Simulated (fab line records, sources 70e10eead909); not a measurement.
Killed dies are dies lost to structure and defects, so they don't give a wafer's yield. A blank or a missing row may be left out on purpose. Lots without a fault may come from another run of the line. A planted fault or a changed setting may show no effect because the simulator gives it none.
A struck lot beside a sound one | flow nand_harc | 14 steps out of a route of 1302
Sound: wafers L353.2, L353.4, L353.5. Struck: wafers L348.3, L348.4, L348.5. The cause comes at the end.
At each step with rows: each side's tool, then ch and its chambers, then its first start. Under that, the readings that differ: sound wafers | struck wafers | difference of the means | sigmas: that difference in standard deviations of wafers without a fault.
alike: readings whose means differ by less than 2 such deviations, and words and numbers that are the same on both sides. not compared: withheld readings, readings that some wafer has no value for, bounds like >300 that may hide the same value, and numbers for which the record gives no deviation and whose values overlap.
The two part at a step that has a row with sigmas, a row that says differs or no value, or rows on one side only. Numbers that don't overlap but have no deviation are shown without sigmas and don't part them. A reading that every wafer of one side lacks parts them only if that side has two wafers or more.

NHARC_P_M1_PRE_CLEAN_30: time 30 s.
  sound on pvd_sputter-03; struck on pvd_sputter-03
  alike: heater_power_w
NHARC_P_M1_PVD_20: deposits TaN, target thk 5 nm, time 8.06 s.
  sound on pvd_sputter-03; struck on pvd_sputter-03
  alike: throttle_valve_pct
NHARC_P_M1_PVD_21: deposits Cu, target thk 30 nm, time 20.49 s.
  sound on pvd_sputter-03; struck on pvd_sputter-03
  alike: throttle_valve_pct
then, 2 steps without rows for these wafers: NHARC_P_M1_ECD_22 (material Cu, target thk 400 nm); NHARC_P_M1_ANNEAL_31 (time 90 s).
NHARC_P_M1_CMP_23: polishes, t overpolish 20 s, target thk 157.82 nm.
  sound on cmp-01 ch 1,2,3, day 13 00:23; struck on cmp-02 ch 2,3, day 11 03:11
  alike: motor_current_A, time_to_endpoint_s
NHARC_P_M1_THK_MEAS_24: measures by xrf.
  sound on film_metro-02, day 13 00:39; struck on film_metro-02, day 11 03:31
  alike: thk_nm
then, 1 step without rows for these wafers: NHARC_P_M1_SRD_25.
NHARC_P_M1_INSPECT_27:
  sound on defect_inspect-02, day 13 00:49; struck on defect_inspect-02, day 11 03:40
  alike: raw_defect_count
NHARC_P_M1_PRE_CLEAN_32: time 12 s.
  sound on pecvd-04 ch 1,2, day 13 00:53; struck on pecvd-01 ch 0,1,2, day 11 03:44
  alike: heater_power_w
then, 1 step without rows for these wafers: NHARC_P_M1_DEP_33 (deposits SiCN, target thk 30 nm).
NHARC_P_M2_DEP_00: deposits SiOC, target thk 182.5 nm.
  sound on pecvd-01 ch 0,1,2, day 13 01:22; struck on pecvd-03 ch 1,2, day 11 05:08
then, 1 step without rows for these wafers: NHARC_P_M2_DEHYDRATE_01 (time 120 s).
-- the record jumps here: 18 days lie between the struck wafers' starts before and after (it left off in module P_M2 and takes up again in module END, whose first step shown is number 1302 of the route) --
NHARC_END_SORT_01:
  sound on prober-02 ch 0, day 31 02:25; struck on prober-01 ch 0, day 29 10:38
  reading                  | sound    | struck   | difference | sigmas
  defect_limited_yield (%) | 87 86 87 | 92 94 94 | +7         | +2
  killed_at_array          | 83 85 85 | 46 40 40 | -42        | -2
  killed_dies              | 90 95 89 | 51 43 43 | -46        | -2
  alike: killed_at_other, killed_at_periphery, killed_open, killed_short

WHERE THEY PART
Only at NHARC_END_SORT_01, within this record.

WHY: what the simulator had put in
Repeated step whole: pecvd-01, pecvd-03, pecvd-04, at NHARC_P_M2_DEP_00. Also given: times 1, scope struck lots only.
